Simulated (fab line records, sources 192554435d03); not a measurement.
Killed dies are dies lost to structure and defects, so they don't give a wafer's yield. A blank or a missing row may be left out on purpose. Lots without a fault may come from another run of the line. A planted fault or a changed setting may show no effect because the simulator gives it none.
Which tool did it? | flow n5_finfet | 12 lots, 36 wafers sampled, at 5 steps of a route of 1938

WHAT THE GAUGES READ, wafer by wafer
N5_SDB_THK_MEAS_31.
lot  | measured    | on            | SDB_THK (nm)
L075 | day 4 02:14 | film_metro-01 | 63.9 63.6 64.2
L077 | day 4 15:40 | film_metro-02 | 64.1 64.7 65.4
L079 | day 5 05:45 | film_metro-01 | 64.7 64.2 66.1
L081 | day 5 19:34 | film_metro-01 | 64.0 64.5 64.3
L083 | day 6 06:50 | film_metro-01 | 63.8 62.1 63.0
L085 | day 7 01:54 | film_metro-02 | 63.6 62.8 63.0
L087 | day 7 11:27 | film_metro-02 | 64.9 65.4 65.4
L089 | day 7 19:06 | film_metro-01 | 64.2 65.8 66.4
L091 | day 8 06:35 | film_metro-01 | 64.7 64.8 65.7
L093 | day 8 18:38 | film_metro-02 | 65.1 65.5 65.7
L095 | day 9 07:09 | film_metro-01 | 65.0 64.9 64.2
L097 | day 9 14:51 | film_metro-01 | 64.8 64.7 63.4

WHICH TOOL RAN EACH LOT (tool, then ch and the chambers of the sampled wafers, then the start)
lot  | N5_SPACER0_ALD_07                | N5_SPACER0_ALD_08                | N5_SD_EPI_P_ETCH_47               | N5_SDB_ETCH_25
L075 | ald_sin-04 ch 0,1, day 3 04:44   | ald_sin-04 ch 0,1, day 3 05:08   | rie_diel-02 ch 1,3, day 3 11:17   | rie_diel-05 ch 0,2,3, day 3 22:57
L077 | ald_sin-01 ch 0,3, day 3 17:43   | ald_sin-01 ch 0,3, day 3 18:07   | rie_diel-06 ch 0,1, day 3 23:43   | rie_diel-05 ch 0,1,3, day 4 12:22
L079 | ald_sin-02 ch 0,3, day 4 04:58   | ald_sin-02 ch 0,3, day 4 05:22   | rie_diel-04 ch 0,2,3, day 4 11:16 | rie_diel-05 ch 0,1,3, day 4 23:08
L081 | ald_sin-01 ch 1,3, day 4 22:23   | ald_sin-01 ch 1,3, day 4 22:47   | rie_diel-06 ch 2,3, day 5 04:40   | rie_diel-03 ch 0,2, day 5 16:08
L083 | ald_sin-01 ch 1,2,3, day 5 09:53 | ald_sin-01 ch 1,2,3, day 5 10:17 | rie_diel-02 ch 0,1,3, day 5 16:05 | rie_diel-05 ch 0,1,3, day 6 03:32
L085 | ald_sin-01 ch 1,3, day 6 04:47   | ald_sin-01 ch 1,3, day 6 05:11   | rie_diel-06 ch 0,2, day 6 10:48   | rie_diel-03 ch 0,2,3, day 6 22:34
L087 | ald_sin-02 ch 1,3, day 6 12:32   | ald_sin-02 ch 1,3, day 6 12:56   | rie_diel-02 ch 1,2,3, day 6 18:31 | rie_diel-01 ch 0,2, day 7 07:38
L089 | ald_sin-01 ch 0,1,2, day 6 20:54 | ald_sin-01 ch 0,1,2, day 6 21:19 | rie_diel-04 ch 0,1,3, day 7 03:07 | rie_diel-01 ch 0,2,3, day 7 15:44
L091 | ald_sin-01 ch 1,2,3, day 7 08:09 | ald_sin-01 ch 1,2,3, day 7 08:34 | rie_diel-02 ch 0,2,3, day 7 15:41 | rie_diel-05 ch 1,2,3, day 8 03:14
L093 | ald_sin-01 ch 1,2, day 7 19:02   | ald_sin-01 ch 1,2, day 7 19:27   | rie_diel-06 ch 2,3, day 8 01:04   | rie_diel-05 ch 0,1,2, day 8 14:57
L095 | ald_sin-01 ch 0,3, day 8 08:16   | ald_sin-01 ch 0,3, day 8 08:40   | rie_diel-02 ch 0,1,3, day 8 15:46 | rie_diel-05 ch 1,2,3, day 9 03:49
L097 | ald_sin-02 ch 0,1,2, day 8 18:19 | ald_sin-02 ch 0,1,2, day 8 18:43 | rie_diel-04 ch 0,2,3, day 9 00:13 | rie_diel-05 ch 0,2,3, day 9 11:35
- N5_SPACER0_ALD_07: deposits SiNx, target thk 2 nm.
- N5_SPACER0_ALD_08: deposits SiNx, target thk 2 nm.
- N5_SD_EPI_P_ETCH_47: etches SiOCN in CH3F/O2, target depth 25 nm.
- N5_SDB_ETCH_25: etches SiO2 in C4F6/O2, target depth 10 nm, time 3.3 s.

THE ANSWER, worked out from the rows above alone
Rule: what is usual is taken from the lots themselves. Put in order of their means at a reading, lots are off if they are a third of the lots or fewer, leave a main group of 4 or more, and stand apart from it by a gap of 3 or more times the standard deviation of the main group's means; of several such gaps the widest counts. A main group whose means are all the same, to the digits that the tables above print for the reading, isn't used. A lot without any number at a reading at which 4 lots or more have one is off too. The other lots that the step has rows for count as sound.
No lot is off at any reading shown: from this, nothing can be told.

WHAT THE SIMULATOR HAD PUT IN
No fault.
